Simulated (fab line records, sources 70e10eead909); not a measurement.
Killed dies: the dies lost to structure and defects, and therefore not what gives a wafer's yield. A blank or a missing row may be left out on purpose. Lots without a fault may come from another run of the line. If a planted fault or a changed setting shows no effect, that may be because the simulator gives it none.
Struck lot and sound lot, side by side    flow nand harc    14 out of 1302 route steps
Sound: these wafers, L172.1, L172.2, L172.5. Struck: wafers L184.1, L184.6. (L184.3 of the same lot was not struck and is left out.) The cause comes at the end.
Each step with rows lists, per side, the tool, then ch with its chambers, then its first start. Under that, the readings that differ: sound wafers    struck wafers    difference of the means    sigmas: that difference in standard deviations of wafers without a fault.
alike: words and numbers the same on both sides, and readings whose means are apart by under 2 such deviations; not compared: readings that were withheld, readings missing a value for some wafer, numbers with overlapping values and no deviation given by the record, and bounds like >300 which may hide the same value.
A row with sigmas, a row that says differs or no value, or rows on one side alone: a step with any of these is where the two part. Numbers that have no deviation but don't overlap get no sigmas and don't part them. Lack of a reading on every wafer of one side parts them only where that side has two or more wafers.

first, 8 steps without rows for these wafers: NHARC_A_STAIRCASE_HMDS_02 (time 30 s); NHARC_A_STAIRCASE_COAT_03; NHARC_A_STAIRCASE_SOFTBAKE_04 (time 170 s); NHARC_A_STAIRCASE_EBR_05; NHARC_A_STAIRCASE_EXPOSE_06 (exposes mask STAIR); NHARC_A_STAIRCASE_PEB_07 (peb time 130 s); NHARC_A_STAIRCASE_DEVELOP_08 (time 140 s); NHARC_A_STAIRCASE_HARDBAKE_10 (time 140 s).
NHARC_A_STAIRCASE_DESCUM_11: chemistry O2, time 3 s.
  sound on rie diel-05 ch 0,1,2, day 19 09:31; struck on rie diel-05 ch 0, day 25 00:08
reading                         sound              struck       difference  sigmas
chamber pressure mTorr (mTorr)  60.08 60.02 60.00  59.82 59.98  -0.13       -2
  alike: drypump motor current A, mfc ar sccm, oes product au, rf vpp V, showerhead plenum p Torr, throttle valve pct
  not compared: rf hours counter h
NHARC_A_STAIRCASE_TRIM_12: chemistry O2, time 211.2 s.
  sound on rie diel-05 ch 0,1, day 19 09:37; struck on rie diel-05 ch 1,2, day 25 00:14
  alike: chamber pressure mTorr, drypump motor current A, mfc ar sccm, oes product au, rf vpp V, run length s, showerhead plenum p Torr, throttle valve pct
  not compared: rf hours counter h
NHARC_A_STAIRCASE_ETCH_13: etches the open film in C4F8/O2, target depth 100 nm, time 40.5 s.
  sound: rie diel-05 ch 0,1; struck: rie diel-05 ch 1,2
  alike: chamber pressure mTorr, oes product au, rf fwd power W, rf vpp V
  not compared: rf hours counter h
NHARC_A_STAIRCASE_TRIM_14: chemistry O2, time 211.2 s.
  sound on rie diel-05 ch 0,1,2, day 19 09:52; struck on rie diel-05 ch 0, day 25 00:28
reading           sound              struck       difference  sigmas
run length s (s)  233.1 233.3 233.3  141.7 142.0  -91.4       -99 or more
  alike: chamber pressure mTorr, drypump motor current A, mfc ar sccm, oes product au, rf vpp V, showerhead plenum p Torr, throttle valve pct
  not compared: rf hours counter h
NHARC_A_STAIRCASE_ETCH_15: etches the open film in C4F8/O2, target depth 100 nm, time 40.5 s.
  sound: rie diel-05 ch 0,1,2; struck: rie diel-05 ch 1,2
reading                         sound                 struck         difference  sigmas
chamber pressure mTorr (mTorr)  24.989 25.002 24.974  25.029 25.051  +0.052      +2
  alike: oes product au, rf fwd power W, rf vpp V
  not compared: rf hours counter h
-- break in the record here, with 8 days between the starts of the struck wafers on either side (left off in module A_STAIRCASE, picked up again in module END, where the first step shown is number 1302 on the route) --
NHARC_END_SORT_01:
  here the record holds rows for the struck wafers (prober-02 ch 0, day 33 04:28) but none for the sound ones

## WHERE THEY PART
First at NHARC_A_STAIRCASE_DESCUM_11; last, within this record, at NHARC_END_SORT_01.

WHY: what the simulator had put in
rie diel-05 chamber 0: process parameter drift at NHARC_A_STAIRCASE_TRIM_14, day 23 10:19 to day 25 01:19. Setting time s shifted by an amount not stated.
